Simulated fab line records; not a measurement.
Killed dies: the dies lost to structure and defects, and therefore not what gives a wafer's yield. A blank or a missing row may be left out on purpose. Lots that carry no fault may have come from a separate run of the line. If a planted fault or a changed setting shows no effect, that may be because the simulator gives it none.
Which tool was responsible? / flow nand-harc / 12 lots with 36 wafers sampled at 5 steps, on a route of 1302 steps

WHAT EACH GAUGE READ, for each wafer
NHARC_END_SORT_01.
lot=L687; measured=day 29 22:45; on=prober-01; killed-at-array=668 668 672; killed-at-other=0 2 2; killed-at-periphery=9 7 3; killed-dies=677 677 677; killed-open=1 1 2; killed-short=4 2 2
lot=L690; measured=day 30 09:40; on=prober-02; killed-at-array=674 670 671; killed-at-other=0 1 1; killed-at-periphery=3 6 5; killed-dies=677 677 677; killed-open=3 3 2; killed-short=0 1 2
lot=L688; measured=day 30 16:52; on=prober-01; killed-at-array=675 673 672; killed-at-other=1 0 2; killed-at-periphery=1 4 3; killed-dies=677 677 677; killed-open=5 3 6; killed-short=2 3 1

WHICH TOOL RAN EACH LOT (tool, then ch and the chambers of the sampled wafers, then the start)
lot=L676; NHARC_A_CONTACT_DEP_28=acl-dep-02 ch 0, day 21 18:41; NHARC_A_CONTACT_ETCH_113=har-cap-etch-02 ch 0,1, day 22 02:32; NHARC_A_CONTACT_ETCH_122=har-cap-etch-02 ch 0,1, day 22 04:04; NHARC_A_CONTACT_ETCH_96=rie-diel-02 ch 0,3, no start
lot=L677; NHARC_A_CONTACT_DEP_28=acl-dep-01 ch 0, day 23 16:55; NHARC_A_CONTACT_ETCH_113=har-cap-etch-03 ch 0,1, day 24 00:32; NHARC_A_CONTACT_ETCH_122=har-cap-etch-03 ch 0,1, day 24 02:04; NHARC_A_CONTACT_ETCH_96=rie-diel-02 ch 2,3, no start
lot=L680; NHARC_A_CONTACT_DEP_28=acl-dep-02 ch 0, day 23 18:35; NHARC_A_CONTACT_ETCH_113=har-cap-etch-01 ch 0,1, day 24 00:44; NHARC_A_CONTACT_ETCH_122=har-cap-etch-01 ch 0,1, day 24 02:17; NHARC_A_CONTACT_ETCH_96=rie-diel-03 ch 0,2, no start
lot=L681; NHARC_A_CONTACT_DEP_28=acl-dep-02 ch 0, day 24 12:50; NHARC_A_CONTACT_ETCH_113=har-cap-etch-03 ch 0,1, day 24 18:19; NHARC_A_CONTACT_ETCH_122=har-cap-etch-03 ch 0,1, day 24 19:59; NHARC_A_CONTACT_ETCH_96=rie-diel-03 ch 1,2,3, no start
lot=L684; NHARC_A_CONTACT_DEP_28=acl-dep-02 ch 0, day 25 10:35; NHARC_A_CONTACT_ETCH_113=har-cap-etch-01 ch 0,1, day 25 17:17; NHARC_A_CONTACT_ETCH_122=har-cap-etch-01 ch 0,1, day 25 18:49; NHARC_A_CONTACT_ETCH_96=rie-diel-03 ch 1,2,3, no start
lot=L687; NHARC_A_CONTACT_DEP_28=acl-dep-03 ch 0, day 26 15:58; NHARC_A_CONTACT_ETCH_113=har-cap-etch-03 ch 0,1, day 26 23:20; NHARC_A_CONTACT_ETCH_122=har-cap-etch-03 ch 0,1, day 27 01:13; NHARC_A_CONTACT_ETCH_96=rie-diel-09 ch 0,2,3, day 29 22:45 or earlier
lot=L690; NHARC_A_CONTACT_DEP_28=acl-dep-03 ch 0, day 27 02:17; NHARC_A_CONTACT_ETCH_113=har-cap-etch-02 ch 0,1, day 27 10:31; NHARC_A_CONTACT_ETCH_122=har-cap-etch-02 ch 0,1, day 27 12:03; NHARC_A_CONTACT_ETCH_96=rie-diel-02 ch 0,2,3, day 30 09:40 or earlier
lot=L688; NHARC_A_CONTACT_DEP_28=acl-dep-02 ch 0, day 27 09:29; NHARC_A_CONTACT_ETCH_113=har-cap-etch-01 ch 0,1, day 27 17:15; NHARC_A_CONTACT_ETCH_122=har-cap-etch-01 ch 0,1, day 27 19:19; NHARC_A_CONTACT_ETCH_96=rie-diel-09 ch 0,2,3, day 30 16:52 or earlier
lot=L692; NHARC_A_CONTACT_DEP_28=acl-dep-02 ch 0, day 29 02:40; NHARC_A_CONTACT_ETCH_113=har-cap-etch-01 ch 0,1, day 29 09:56; NHARC_A_CONTACT_ETCH_122=har-cap-etch-01 ch 0,1, day 29 11:28; NHARC_A_CONTACT_ETCH_96=rie-diel-03 ch 1,2,3, no start
lot=L694; NHARC_A_CONTACT_DEP_28=acl-dep-03 ch 0, day 29 20:14; NHARC_A_CONTACT_ETCH_113=har-cap-etch-03 ch 0,1, day 30 03:32; NHARC_A_CONTACT_ETCH_122=har-cap-etch-03 ch 0,1, day 30 05:05; NHARC_A_CONTACT_ETCH_96=rie-diel-02 ch 0,2,3, no start
lot=L695; NHARC_A_CONTACT_DEP_28=acl-dep-01 ch 0, day 29 20:17; NHARC_A_CONTACT_ETCH_113=har-cap-etch-01 ch 0,1, day 30 04:09; NHARC_A_CONTACT_ETCH_122=har-cap-etch-01 ch 0,1, day 30 05:41; NHARC_A_CONTACT_ETCH_96=rie-diel-09 ch 1,2,3, no start
lot=L697; NHARC_A_CONTACT_DEP_28=acl-dep-02 ch 0, day 30 10:04; NHARC_A_CONTACT_ETCH_113=har-cap-etch-01 ch 0,1, day 30 17:28; NHARC_A_CONTACT_ETCH_122=har-cap-etch-01 ch 0,1, day 30 18:59; NHARC_A_CONTACT_ETCH_96=rie-diel-03 ch 1,2, no start
- NHARC_A_CONTACT_DEP_28: deposits aC, target thk 7000 nm.
- NHARC_A_CONTACT_ETCH_113: etches the open film in C4F8/O2/Ar, time 190 s, target depth 1850 nm.
- NHARC_A_CONTACT_ETCH_122: etches the open film in C4F8/O2/Ar, time 190 s, target depth 1850 nm.
- NHARC_A_CONTACT_ETCH_96: etches the open film in C4F6/O2, target depth 20 nm, time 10 s.

AS READ BY THE TOOLS THEMSELVES (means over the sampled wafers that have a number; for cases with no such wafer, the mark the record gives instead)
NHARC_A_CONTACT_DEP_28.
lot=L676; tool=acl-dep-02; throttle-valve-pct (%)=34.999
lot=L677; tool=acl-dep-01; throttle-valve-pct (%)=34.999
lot=L680; tool=acl-dep-02; throttle-valve-pct (%)=34.995
lot=L681; tool=acl-dep-02; throttle-valve-pct (%)=35.012
lot=L684; tool=acl-dep-02; throttle-valve-pct (%)=35.007
lot=L687; tool=acl-dep-03; throttle-valve-pct (%)=34.999
lot=L690; tool=acl-dep-03; throttle-valve-pct (%)=34.997
lot=L688; tool=acl-dep-02; throttle-valve-pct (%)=34.992
lot=L692; tool=acl-dep-02; throttle-valve-pct (%)=35.007
lot=L694; tool=acl-dep-03; throttle-valve-pct (%)=35.001
lot=L695; tool=acl-dep-01; throttle-valve-pct (%)=34.988
lot=L697; tool=acl-dep-02; throttle-valve-pct (%)=34.999

NHARC_A_CONTACT_ETCH_113.
lot=L676; tool=har-cap-etch-02; chamber-pressure-mTorr (mTorr)=20.019; oes-air-line-au (a.u.)=1.012
lot=L677; tool=har-cap-etch-03; chamber-pressure-mTorr (mTorr)=20.002; oes-air-line-au (a.u.)=0.992
lot=L680; tool=har-cap-etch-01; chamber-pressure-mTorr (mTorr)=19.997; oes-air-line-au (a.u.)=0.985
lot=L681; tool=har-cap-etch-03; chamber-pressure-mTorr (mTorr)=19.989; oes-air-line-au (a.u.)=1.006
lot=L684; tool=har-cap-etch-01; chamber-pressure-mTorr (mTorr)=20.004; oes-air-line-au (a.u.)=0.998
lot=L687; tool=har-cap-etch-03; chamber-pressure-mTorr (mTorr)=-; oes-air-line-au (a.u.)=-
lot=L690; tool=har-cap-etch-02; chamber-pressure-mTorr (mTorr)=-; oes-air-line-au (a.u.)=-
lot=L688; tool=har-cap-etch-01; chamber-pressure-mTorr (mTorr)=-; oes-air-line-au (a.u.)=-
lot=L692; tool=har-cap-etch-01; chamber-pressure-mTorr (mTorr)=20.005; oes-air-line-au (a.u.)=0.998
lot=L694; tool=har-cap-etch-03; chamber-pressure-mTorr (mTorr)=20.004; oes-air-line-au (a.u.)=0.985
lot=L695; tool=har-cap-etch-01; chamber-pressure-mTorr (mTorr)=20.000; oes-air-line-au (a.u.)=1.008
lot=L697; tool=har-cap-etch-01; chamber-pressure-mTorr (mTorr)=19.993; oes-air-line-au (a.u.)=1.002

NHARC_A_CONTACT_ETCH_122.
lot=L676; tool=har-cap-etch-02; chamber-pressure-mTorr (mTorr)=20.003; oes-air-line-au (a.u.)=1.001
lot=L677; tool=har-cap-etch-03; chamber-pressure-mTorr (mTorr)=20.002; oes-air-line-au (a.u.)=0.975
lot=L680; tool=har-cap-etch-01; chamber-pressure-mTorr (mTorr)=19.978; oes-air-line-au (a.u.)=0.978
lot=L681; tool=har-cap-etch-03; chamber-pressure-mTorr (mTorr)=19.992; oes-air-line-au (a.u.)=0.981
lot=L684; tool=har-cap-etch-01; chamber-pressure-mTorr (mTorr)=20.013; oes-air-line-au (a.u.)=1.010
lot=L687; tool=har-cap-etch-03; chamber-pressure-mTorr (mTorr)=19.981; oes-air-line-au (a.u.)=0.981
lot=L690; tool=har-cap-etch-02; chamber-pressure-mTorr (mTorr)=19.981; oes-air-line-au (a.u.)=1.025
lot=L688; tool=har-cap-etch-01; chamber-pressure-mTorr (mTorr)=19.991; oes-air-line-au (a.u.)=0.995
lot=L692; tool=har-cap-etch-01; chamber-pressure-mTorr (mTorr)=20.002; oes-air-line-au (a.u.)=1.022
lot=L694; tool=har-cap-etch-03; chamber-pressure-mTorr (mTorr)=20.007; oes-air-line-au (a.u.)=1.006
lot=L695; tool=har-cap-etch-01; chamber-pressure-mTorr (mTorr)=19.997; oes-air-line-au (a.u.)=1.004
lot=L697; tool=har-cap-etch-01; chamber-pressure-mTorr (mTorr)=19.999; oes-air-line-au (a.u.)=0.998

NHARC_A_CONTACT_ETCH_96.
lot=L676; tool=rie-diel-02; bias-w (W)=499.9; c4f6-flow-sccm (sccm)=24.99; drypump-motor-current-A (A)=5.9; oes-product-au (a.u.)=0.948; rf-vpp-V (V)=543; showerhead-plenum-p-Torr (Torr)=3.70; throttle-valve-pct (%)=26.903
lot=L677; tool=rie-diel-02; bias-w (W)=500.3; c4f6-flow-sccm (sccm)=24.96; drypump-motor-current-A (A)=5.7; oes-product-au (a.u.)=0.945; rf-vpp-V (V)=543; showerhead-plenum-p-Torr (Torr)=3.75; throttle-valve-pct (%)=26.908
lot=L680; tool=rie-diel-03; bias-w (W)=502.0; c4f6-flow-sccm (sccm)=24.97; drypump-motor-current-A (A)=5.5; oes-product-au (a.u.)=0.979; rf-vpp-V (V)=542; showerhead-plenum-p-Torr (Torr)=3.66; throttle-valve-pct (%)=26.904
lot=L681; tool=rie-diel-03; bias-w (W)=499.7; c4f6-flow-sccm (sccm)=24.97; drypump-motor-current-A (A)=5.3; oes-product-au (a.u.)=0.998; rf-vpp-V (V)=546; showerhead-plenum-p-Torr (Torr)=3.91; throttle-valve-pct (%)=26.898
lot=L684; tool=rie-diel-03; bias-w (W)=499.4; c4f6-flow-sccm (sccm)=25.10; drypump-motor-current-A (A)=5.2; oes-product-au (a.u.)=0.931; rf-vpp-V (V)=546; showerhead-plenum-p-Torr (Torr)=3.90; throttle-valve-pct (%)=26.907
lot=L687; tool=rie-diel-09; bias-w (W)=498.6; c4f6-flow-sccm (sccm)=25.00; drypump-motor-current-A (A)=5.8; oes-product-au (a.u.)=1.002; rf-vpp-V (V)=549; showerhead-plenum-p-Torr (Torr)=3.95; throttle-valve-pct (%)=26.894
lot=L690; tool=rie-diel-02; bias-w (W)=500.3; c4f6-flow-sccm (sccm)=24.91; drypump-motor-current-A (A)=5.5; oes-product-au (a.u.)=0.995; rf-vpp-V (V)=547; showerhead-plenum-p-Torr (Torr)=3.91; throttle-valve-pct (%)=26.898
lot=L688; tool=rie-diel-09; bias-w (W)=500.1; c4f6-flow-sccm (sccm)=25.02; drypump-motor-current-A (A)=5.8; oes-product-au (a.u.)=0.949; rf-vpp-V (V)=547; showerhead-plenum-p-Torr (Torr)=3.94; throttle-valve-pct (%)=26.903
lot=L692; tool=rie-diel-03; bias-w (W)=500.3; c4f6-flow-sccm (sccm)=25.03; drypump-motor-current-A (A)=5.3; oes-product-au (a.u.)=0.967; rf-vpp-V (V)=550; showerhead-plenum-p-Torr (Torr)=4.09; throttle-valve-pct (%)=26.902
lot=L694; tool=rie-diel-02; bias-w (W)=500.7; c4f6-flow-sccm (sccm)=25.03; drypump-motor-current-A (A)=5.5; oes-product-au (a.u.)=0.973; rf-vpp-V (V)=547; showerhead-plenum-p-Torr (Torr)=3.90; throttle-valve-pct (%)=26.904
lot=L695; tool=rie-diel-09; bias-w (W)=498.3; c4f6-flow-sccm (sccm)=25.02; drypump-motor-current-A (A)=5.9; oes-product-au (a.u.)=0.956; rf-vpp-V (V)=548; showerhead-plenum-p-Torr (Torr)=3.99; throttle-valve-pct (%)=26.902
lot=L697; tool=rie-diel-03; bias-w (W)=498.5; c4f6-flow-sccm (sccm)=24.96; drypump-motor-current-A (A)=5.1; oes-product-au (a.u.)=0.966; rf-vpp-V (V)=549; showerhead-plenum-p-Torr (Torr)=4.03; throttle-valve-pct (%)=26.906

THE ANSWER, worked out from the rows above alone
Rule: the lots themselves supply what counts as usual. Put in order of their means at a reading, lots are off if they are a third of the lots or fewer, leave a main group of 4 or more, and stand apart from it by a gap of 3 or more times the standard deviation of the main group's means; of several such gaps the widest counts. If all means in a main group match to the digits the tables above print for the reading, that group is not used. A lot without any number at a reading at which 4 lots or more have one is off too. The other lots that the step has rows for count as sound. Order of review: gauges by route order, followed by the tools' own readings, for which a lot's mean as printed above is used. At the first step where some lot is off, the reading lying furthest off is the one used; lots without a number count as furthest.
Off: L687, L690, L688 (NHARC_A_CONTACT_ETCH_113, chamber-pressure-mTorr). Without a number there: L687, L690, L688. The main group: mean 20.001 mTorr, standard deviation 0.008.
If a tool, at that step or one of the process steps before it, ran each lot that is off and ran no sound lot following the first of them, it fits. No candidate that was tried fits.

WHAT WAS PUT IN BY THE SIMULATOR
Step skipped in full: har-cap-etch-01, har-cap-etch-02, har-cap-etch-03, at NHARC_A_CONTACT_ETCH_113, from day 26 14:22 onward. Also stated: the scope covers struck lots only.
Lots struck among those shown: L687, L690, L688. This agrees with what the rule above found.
